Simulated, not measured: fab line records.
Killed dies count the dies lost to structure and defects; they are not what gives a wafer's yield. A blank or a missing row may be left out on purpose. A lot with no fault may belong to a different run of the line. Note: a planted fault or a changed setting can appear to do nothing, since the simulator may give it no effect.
fab line records	flow n5-finfet
[record] lots = 9	wafers = 26	last-day = 19
route steps=1938 shown BEOL_M1@830 BEOL_M2@858 BEOL_M4@1111
lots that met no fault: from a run of the same line without faults
start-h: hours from the record's opening day to when the first of the lot's shown wafers began	wait-h: hours since the lot's step before	" same as the row above	L1.1+2: several wafers, shown together as one row	- no value, or no start given	* or withheld: withheld	< > ~ a bound
route shown NAME@n: a module of which the file shows steps, and the number in the route of the first	usual: mean/standard deviation of fault-free wafers	same: alike in all rows	chamber/n: place in a boat	sites: per-site readings	_std_site: their standard deviation	_edge_site: inner sites' mean taken away from outer sites' mean	radius-mm: how far each site lies from the wafer's centre	mask NAME#n: copy n	behind: the tool/chamber that last shaped the wafer	hold: cause of the lot's hold/its duration in hours/its outcome	device: the n, p or np transistor that did not switch	end of line: the route-end tests of the same wafers	for a step that has no rows: nothing shown but its recipe	killed: dies lost to structure and defects at the first sort, not the wafer's yield	map: a wafer's dies, marking killed ones x, the rest . and places with no die _
set.NAME: the setting that was run; set.NAME@STEP: the one run at that earlier step	model.NAME: the simulator's own value behind a step, which no gauge read
one table for each step of the route and one row for each wafer, over a sample of lots
services: the hour from which a tool's chamber was out of use, counted from the record's first day as start-h (under 0 if before that day), plus the number of hours and why
[[steps]]
[step N5_BEOL_M1_SPUTTER_96]
[recipe] material = Cu	target-thk-a = 45	temp-c = -20	chamber-pressure-pa = 0.07	power-w = withheld	time-s = 8.29
[usual] substrate-temp-c = -20.01/0.094	susceptor-temp-C = -20.00/0.11	throttle-valve-pct = 30.1/0.88
lot.wafer	tool	chamber	start-h	wait-h	substrate-temp-c	susceptor-temp-C	throttle-valve-pct
L197.1	pvd-sputter-02	-	164.04	0.1	-19.91	-20.16	29.9
L197.3	"	-	"	"	-20.23	-20.11	31.0
L197.5	"	-	"	"	-19.96	-19.95	29.6
L200.1	pvd-sputter-03	-	164.06	0.1	-20.02	-20.16	30.7
L200.2	"	-	"	"	-20.00	-20.08	30.8
L200.6	"	-	"	"	-20.07	-20.03	31.0
L199.2	pvd-sputter-02	-	167.72	0.1	-20.06	-19.99	29.5
L199.3	"	-	"	"	-19.91	-19.79	30.6
L199.4	"	-	"	"	-20.01	-20.05	29.7
L201.3	pvd-sputter-02	-	169.56	0.1	-19.92	-20.12	29.6
L201.4	"	-	"	"	-19.97	-19.94	29.6
L201.6	"	-	"	"	-20.03	-19.99	29.5
L205.1	pvd-sputter-02	-	185.72	0.1	-20.06	-19.86	30.0
L205.2	"	-	"	"	-20.21	-20.13	29.6
L205.3	"	-	"	"	-19.89	-19.95	30.6
L206.1	pvd-sputter-02	-	199.98	0.1	-19.87	-20.10	29.5
L206.3	"	-	"	"	-20.11	-19.96	30.0
L206.6	"	-	"	"	-19.93	-20.01	29.9
L214.1	pvd-sputter-01	-	234.65	0.1	-20.09	-20.12	30.3
L214.4	"	-	"	"	-19.89	-20.00	30.1
L214.5	"	-	"	"	-20.04	-20.06	30.0
L218.4	pvd-sputter-02	-	258.81	0.1	-20.14	-20.10	29.6
L218.5	"	-	"	"	-20.04	-20.01	30.8
L217.1	pvd-sputter-02	-	266.41	0.1	-19.95	-20.15	29.8
L217.3	"	-	"	"	-19.93	-20.21	31.1
L217.4	"	-	"	"	-19.88	-19.87	29.9
[step N5_BEOL_M1_CMP_52]
[recipe] stop-on = SiOC	t-overpolish-s = 6.8	down-force-psi = 1	platen-rpm = 50	clearing-platen-down-force-psi = 1.5	clearing-platen-rpm = 50	post-cmp-clean = cu-alkaline	target-thk-nm = 40	clearing-platen-pad-velocity-m-s = 0.99484	pad-velocity-m-s = 0.99484
[usual] barrier-field-endpoint-s = 24.6/0.69	motor-current-A = 6.1/0.6	overpolish-run-s = 6.800/0.0087	time-to-endpoint-s = 62/3.6
lot.wafer	tool	chamber	start-h	wait-h	barrier-field-endpoint-s	motor-current-A	overpolish-run-s	time-to-endpoint-s
L197.3	cmp-04	1	164.57	0.2	24.0	5.8	6.781	62
L197.1	"	2	"	"	24.5	5.6	6.814	61
L197.5	"	1	"	"	24.3	6.0	6.798	61
L200.2	cmp-03	0	164.62	0.3	24.6	5.4	6.792	58
L200.1	"	1	"	"	24.4	7.1	6.803	61
L200.6	"	3	"	"	24.6	5.4	6.796	61
L199.2	cmp-03	3	168.25	0.2	24.1	5.6	6.789	60
L199.3	"	0	"	"	24.0	5.2	6.802	60
L199.4	"	1	"	"	24.1	7.4	6.801	61
L201.3	cmp-04	3	170.05	0.2	24.8	6.5	6.806	59
L201.4	"	2	"	"	24.2	5.5	6.799	65
L201.6	"	0	"	"	25.2	5.8	6.796	61
L205.3	cmp-02	1	186.21	0.2	24.4	6.7	6.800	62
L205.2	"	2	"	"	24.8	6.7	6.806	61
L205.1	"	3	"	"	24.6	5.4	6.807	64
L206.1	cmp-02	2	200.53	0.3	24.4	6.6	6.813	65
L206.3	"	3	"	"	24.8	5.4	6.795	65
L206.6	"	2	"	"	24.6	6.3	6.791	65
L214.1	cmp-03	2	235.17	0.3	24.7	6.7	6.804	62
L214.4	"	0	"	"	24.5	5.4	6.796	61
L214.5	"	2	"	"	24.7	6.4	6.805	61
L218.4	cmp-04	1	259.34	0.2	25.0	6.2	6.804	64
L218.5	"	0	"	"	25.7	5.9	6.796	64
L217.4	cmp-02	1	267.23	0.4	25.8	7.3	6.814	67
L217.1	"	2	"	"	25.0	6.4	6.801	64
L217.3	"	3	"	"	25.0	5.5	6.796	63
[step N5_BEOL_M2_ETCH_74]
[recipe] chemistry = N2/H2	target = underlayer	target-depth-a = 65	mask-material = CAR-EUV	time-s = 5.2	ion-energy-ev = 200	pressure-mtorr = 30	source-w = 840	bias-w = 150	n2-flow-sccm = 200	h2-flow-sccm = 200	ends = cleared
[usual] drypump-motor-current-A = 5.9/0.42	etch-rf-on-time-s = 5.28/0.19	oes-product-au = 0.65/0.056	rf-vpp-V = 524.0/2.2	showerhead-plenum-p-Torr = 2.54/0.071	throttle-valve-pct = 17.85/0.21
lot.wafer	tool	chamber	start-h	wait-h	drypump-motor-current-A	etch-rf-on-time-s	oes-product-au	rf-hours-counter-h	rf-vpp-V	showerhead-plenum-p-Torr	throttle-valve-pct
L197.1	rie-diel-01	3	166.68	0.0	6.1	4.87	0.63	221	522.9	2.51	18.21
L197.3	"	0	"	"	6.5	5.54	0.65	137	525.0	2.65	17.98
L197.5	"	3	"	"	6.1	4.85	0.63	-	523.1	2.51	18.26
L200.1	rie-diel-06	0	166.91	0.0	5.7	5.14	0.68	116	526.8	2.65	17.67
L200.2	"	3	"	"	5.3	5.48	0.71	32	526.0	2.58	17.69
L200.6	"	3	"	"	5.3	5.46	0.73	-	526.2	2.59	17.71
L199.2	rie-diel-03	0	171.06	0.0	6.1	5.10	0.62	172	523.7	2.50	17.96
L199.3	"	3	"	"	6.3	5.25	0.71	75	521.6	2.46	17.42
L199.4	"	1	"	"	5.5	5.38	0.69	71	524.2	2.59	17.97
L201.3	rie-diel-01	0	172.18	0.0	6.5	5.52	0.64	140	525.2	2.65	17.96
L201.4	"	3	"	"	6.1	4.87	0.63	223	524.8	2.51	18.23
L201.6	"	2	"	"	6.2	5.18	0.77	-	524.2	2.59	17.88
L205.1	rie-diel-01	3	188.76	0.0	6.1	4.87	0.63	228	523.5	2.51	18.23
L205.2	"	1	"	"	6.0	3.21	0.82	174	520.5	2.40	17.74
L205.3	"	2	"	"	6.3	3.11	1.04	34	524.5	2.59	17.90
L206.1	rie-diel-01	1	201.91	0.0	6.0	5.32	0.61	179	522.5	2.40	17.66
L206.3	"	2	"	"	6.2	3.08	1.05	39	526.0	2.59	17.92
L206.6	"	2	"	"	6.2	5.21	0.75	-	526.3	2.59	17.84
L214.1	rie-diel-03	2	238.07	0.0	5.4	5.46	0.59	201	523.6	2.54	17.83
L214.4	"	3	"	"	6.3	5.34	0.68	96	521.8	2.46	17.46
L214.5	"	0	"	"	6.1	5.09	0.61	-	524.0	2.49	17.99
L218.4	rie-diel-01	2	262.83	0.0	6.3	5.20	0.72	-	525.7	2.58	17.91
L218.5	"	0	"	"	6.5	5.58	0.62	-	527.1	2.63	18.02
L217.1	rie-diel-06	2	275.20	0.0	5.4	5.45	0.60	227	524.8	2.52	17.87
L217.3	"	0	"	"	5.8	5.10	0.66	155	526.0	2.63	17.75
L217.4	"	3	"	"	5.3	5.44	0.67	71	522.8	2.57	17.78
[step N5_BEOL_M2_STRIP_66]
[recipe] chemistry = CF4	resist = SiARC	power-w = 300	bias-power-w = 75	pressure-mtorr = 50	cf4-flow-sccm = 150	rf-frequency-hz = 6e+07
[usual] drypump-motor-current-A = 5.9/0.42	oes-product-au = 0.76/0.064	rf-vpp-V = 271.2/1.3	showerhead-plenum-p-Torr = 1.80/0.051	throttle-valve-pct = 13.64/0.19
lot.wafer	tool	chamber	start-h	wait-h	drypump-motor-current-A	oes-product-au	rf-hours-counter-h	rf-vpp-V	showerhead-plenum-p-Torr	throttle-valve-pct
L197.1	rie-diel-01	3	166.86	0.0	6.1	0.70	221	270.4	1.77	13.92
L197.3	"	0	"	"	6.4	0.78	137	274.3	1.88	13.72
L197.5	"	3	"	"	6.1	0.71	-	271.2	1.77	13.92
L200.1	rie-diel-06	0	167.09	0.0	5.7	0.77	116	273.0	1.89	13.66
L200.2	"	3	"	"	5.3	0.84	32	271.9	1.82	13.43
L200.6	"	3	"	"	5.3	0.85	-	272.4	1.82	13.43
L199.2	rie-diel-03	0	171.24	0.0	6.1	0.70	172	271.5	1.78	13.86
L199.3	"	3	"	"	6.3	0.83	75	271.4	1.76	13.27
L199.4	"	1	"	"	5.4	0.81	71	272.5	1.83	13.77
L201.3	rie-diel-01	0	172.36	0.0	6.5	0.78	140	272.8	1.88	13.74
L201.4	"	3	"	"	6.2	0.70	223	270.3	1.77	13.91
L201.6	"	2	"	"	6.2	0.90	-	271.8	1.82	13.55
L205.1	rie-diel-01	3	188.93	0.0	6.1	0.70	228	269.3	1.77	13.95
L205.2	"	1	"	"	5.9	0.71	174	269.4	1.70	13.59
L205.3	"	2	"	"	6.2	0.89	34	269.7	1.82	13.55
L206.1	rie-diel-01	1	202.09	0.0	6.0	0.71	179	270.8	1.70	13.60
L206.3	"	2	"	"	6.2	0.88	39	271.0	1.82	13.56
L206.6	"	2	"	"	6.2	0.88	-	272.8	1.82	13.58
L214.1	rie-diel-03	2	238.25	0.0	5.4	0.70	201	271.5	1.78	13.51
L214.4	"	3	"	"	6.3	0.81	96	269.8	1.75	13.30
L214.5	"	0	"	"	6.1	0.69	-	272.1	1.77	13.89
L218.4	rie-diel-01	2	263.01	0.0	6.2	0.84	-	272.6	1.82	13.62
L218.5	"	0	"	"	6.5	0.75	-	273.0	1.87	13.79
L217.1	rie-diel-06	2	275.38	0.0	5.4	0.71	227	271.4	1.77	13.68
L217.3	"	0	"	"	5.7	0.75	155	272.6	1.88	13.75
L217.4	"	3	"	"	5.3	0.79	72	271.3	1.81	13.52
[step N5_BEOL_M4_RC_MEAS_101]
[usual] DIBL_N = 36.6/2.1	DIBL_P = 36.5/2.7	IOFF_N = 0.17/0.043	IOFF_P = 0.22/0.045	ION_N = 674/17	ION_P = 461/9.9	SS_N = 71.7/0.79	SS_P = 73.4/0.79	VT_N = 249/4	VT_P = -250/3.3
lot.wafer	tool	chamber	start-h	wait-h	DIBL_N[mV/V]	DIBL_P[mV/V]	IOFF_N[nA/um]	IOFF_P[nA/um]	ION_N[uA/um]	ION_P[uA/um]	SS_N[mV/dec]	SS_P[mV/dec]	VT_N[mV]	VT_P[mV]
L197.1	prober-02	0	191.81	0.0	37.2	35.6	0.18	0.23	672	466	71.4	73.3	247	-248
L197.3	"	0	"	"	31.8	30.3	0.10	0.16	658	458	69.4	72.2	253	-252
L197.5	"	0	"	"	34.4	34.2	0.14	0.21	681	475	70.2	73.3	250	-249
L200.1	prober-01	0	194.77	0.0	39.7	39.8	0.19	0.27	657	452	71.8	75.0	249	-248
L200.2	"	0	"	"	36.1	32.2	0.13	0.15	644	439	70.9	72.2	254	-255
L200.6	"	0	"	"	35.1	33.3	0.12	0.17	645	449	70.6	72.6	254	-255
L199.2	prober-02	0	200.10	0.2	34.9	34.8	0.16	0.26	695	487	71.3	72.6	249	-244
L199.3	"	0	"	"	35.6	34.2	0.17	0.25	653	460	71.6	73.1	250	-245
L199.4	"	0	"	"	36.0	34.3	0.17	0.25	679	465	71.9	73.2	248	-246
L201.3	prober-02	0	215.73	0.3	39.5	41.3	0.25	0.30	692	469	73.0	74.9	244	-246
L201.4	"	0	"	"	39.0	40.2	0.25	0.30	689	468	72.0	74.1	242	-245
L201.6	"	0	"	"	37.1	36.6	0.20	0.23	687	465	72.0	73.9	248	-246
L205.1	prober-02	0	218.22	0.0	35.5	36.0	0.15	0.23	673	467	71.9	73.6	248	-246
L205.2	"	0	"	"	37.8	38.4	0.19	0.27	682	478	72.0	74.2	249	-246
L205.3	"	0	"	"	35.6	35.0	0.15	0.21	684	473	71.7	73.3	250	-247
L206.1	prober-01	0	238.49	0.0	34.5	33.8	0.13	0.18	659	460	70.8	72.9	251	-249
L206.3	"	0	"	"	34.3	34.0	0.12	0.19	660	457	70.2	73.5	255	-249
L206.6	"	0	"	"	35.6	36.4	0.15	0.24	678	473	71.4	73.6	251	-247
L214.1	prober-01	0	267.84	0.0	37.2	37.6	0.17	0.22	658	452	71.1	74.0	250	-249
L214.4	"	0	"	"	38.0	39.5	0.20	0.25	682	465	72.1	73.7	245	-248
L214.5	"	0	"	"	35.6	34.8	0.15	0.18	673	455	71.3	73.8	251	-250
L217.1	prober-02	0	314.36	0.0	36.5	38.2	0.16	0.23	661	455	71.5	74.0	251	-251
L217.3	"	0	"	"	40.9	43.3	0.30	0.37	712	483	72.4	75.4	240	-245
L217.4	"	0	"	"	36.9	38.2	0.18	0.23	682	462	71.4	74.2	247	-251
L218.4	prober-02	0	340.96	0.5	34.8	32.7	0.12	0.14	672	456	70.9	72.0	254	-254
L218.5	"	0	"	"	33.9	32.3	0.10	0.14	645	446	70.4	72.4	257	-256
[[services]]
tool	chamber	start-h	hours	kind
cmp-02	-	143.49	-	consumable-replace:conditioner
cmp-02	-	143.49	-	consumable-replace:pad
cmp-02	-	143.49	11.0	pm
pvd-sputter-02	-	152.82	8.3	repair
cmp-04	-	212.82	0.3	repair
rie-diel-06	1	220.53	-	clean
rie-diel-06	1	220.53	-	consumable-replace:focus-ring
rie-diel-06	1	220.53	20.2	scheduled-down
rie-diel-06	1	220.53	20.2	vent-cycle
rie-diel-03	-	222.26	2.8	pm
cmp-04	-	227.49	4.0	pm
cmp-04	-	231.49	-	consumable-replace:conditioner
cmp-04	-	231.49	-	consumable-replace:pad
cmp-03	-	237.91	4.0	pm
cmp-03	-	241.91	-	consumable-replace:conditioner
cmp-03	-	241.91	-	consumable-replace:pad
rie-diel-01	3	255.63	-	clean
rie-diel-01	3	255.63	-	consumable-replace:focus-ring
rie-diel-01	3	255.63	20.5	scheduled-down
rie-diel-01	3	255.63	20.5	vent-cycle
cmp-02	-	258.41	2.0	repair
cmp-03	-	261.62	0.7	repair
cmp-02	-	262.26	0.8	repair
cmp-03	-	272.80	6.5	pm
[[key]]
[first-sign] step = N5_BEOL_M2_ETCH_74	reading = etch-rf-on-time-s	direction = down	sigmas = 11	usual = *	struck = *
[effect] step = N5_BEOL_M2_ETCH_74	reading = oes-product-au	direction = up	sigmas = 5.7	usual = 0.65	struck = 0.97
met-at N5_BEOL_M2_ETCH_74
struck-lots L205,L206
struck-wafers L205.2,L205.3,L206.3
not-acting-at N5_BEOL_M1_SPUTTER_96,N5_BEOL_M1_CMP_52,N5_BEOL_M2_STRIP_66
onset-between 172.18 188.76
[fault] kind = process-parameter-drift	tool = rie-diel-01	chamber = -	onset-h = 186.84	steps = N5_BEOL_M2_ETCH_74	channel = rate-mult	offset = 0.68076	shape = step	end-h = 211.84	scope = struck-wafers-only
